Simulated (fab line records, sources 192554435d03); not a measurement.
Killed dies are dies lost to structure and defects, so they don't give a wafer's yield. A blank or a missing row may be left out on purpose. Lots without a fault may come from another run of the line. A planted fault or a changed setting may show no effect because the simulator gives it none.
Split-lot experiment | flow n5_finfet | 7 lots, 21 wafers read, on a route of 1938 steps

THE SPLIT
At N5_DUMMY_GATE_HM_DEP_06 (deposits SiNx from DCS/NH3, target thk 80 nm, time 5141 s), the setting time_s was moved away from the recipe's 5141 s on 15 of the 21 wafers read, by -13.2% to +12.0%. The other wafers ran this setting at the recipe's value.

The reading is taken at the split's own step.

THE READING
SiNx_of_DUMMY_GATE_HM_DEP_06.thk_nm (the simulator's own value, which no gauge read), in nm, at N5_DUMMY_GATE_HM_DEP_06 (deposits SiNx from DCS/NH3, target thk 80 nm, time 5141 s). The file gives no usual value for it. The 6 wafers here that ran the recipe average 79.1 nm, standard deviation 0.64 nm.

wafer  | tool, chamber at the split | time_s as run, s | against the recipe | SiNx_of_DUMMY_GATE_HM_DEP_06.thk_nm, nm | against lot-mates on the recipe
L078.2 | -, -                       | 4460             | -13.2%             | 69.4                                    | no lot-mate on the recipe
L078.4 | -, -                       | 4460             | -13.2%             | 69.4                                    | no lot-mate on the recipe
L078.3 | -, -                       | 4460             | -13.2%             | 68.6                                    | no lot-mate on the recipe
L079.3 | -, -                       | 4591             | -10.7%             | 70.4                                    | no lot-mate on the recipe
L079.4 | -, -                       | 4591             | -10.7%             | 71                                      | no lot-mate on the recipe
L079.6 | -, -                       | 4591             | -10.7%             | 70.8                                    | no lot-mate on the recipe
L085.2 | -, -                       | 5141             | recipe             | 79.6                                    | -
L085.3 | -, -                       | 5141             | recipe             | 80                                      | -
L085.6 | -, -                       | 5141             | recipe             | 79.4                                    | -
L088.2 | -, -                       | 5756             | +12.0%             | 89.4                                    | no lot-mate on the recipe
L088.3 | -, -                       | 5756             | +12.0%             | 89.2                                    | no lot-mate on the recipe
L088.5 | -, -                       | 5756             | +12.0%             | 89.6                                    | no lot-mate on the recipe
L089.1 | -, -                       | 5343             | +3.9%              | 83                                      | no lot-mate on the recipe
L089.3 | -, -                       | 5343             | +3.9%              | 82.8                                    | no lot-mate on the recipe
L089.5 | -, -                       | 5343             | +3.9%              | 83.4                                    | no lot-mate on the recipe
L090.3 | -, -                       | 5640             | +9.7%              | 87                                      | no lot-mate on the recipe
L090.5 | -, -                       | 5640             | +9.7%              | 86.6                                    | no lot-mate on the recipe
L090.6 | -, -                       | 5640             | +9.7%              | 87.8                                    | no lot-mate on the recipe
L093.2 | lpcvd-01, 0/70,0/75        | 5141             | recipe             | 78.6                                    | -
L093.3 | lpcvd-01, 0/70,0/75        | 5141             | recipe             | 78.6                                    | -
L093.5 | lpcvd-01, 0/84             | 5141             | recipe             | 78.2                                    | -
Where a row lists several chambers, the file gives one row for several wafers and doesn't say which wafer went through which chamber.

THE FIT
A straight line over all 21 wafers: SiNx_of_DUMMY_GATE_HM_DEP_06.thk_nm changes by +0.807 nm for each +1% of time_s; r = +1.00; the points scatter about the line by 0.58 nm.
Too few moved wafers have a lot-mate on the recipe to fit a line with each lot's own level taken away.

THE FILE'S OWN FIT
SiNx_of_DUMMY_GATE_HM_DEP_06.thk_nm changes by +0.807 nm for each +1% of time_s, r = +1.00.
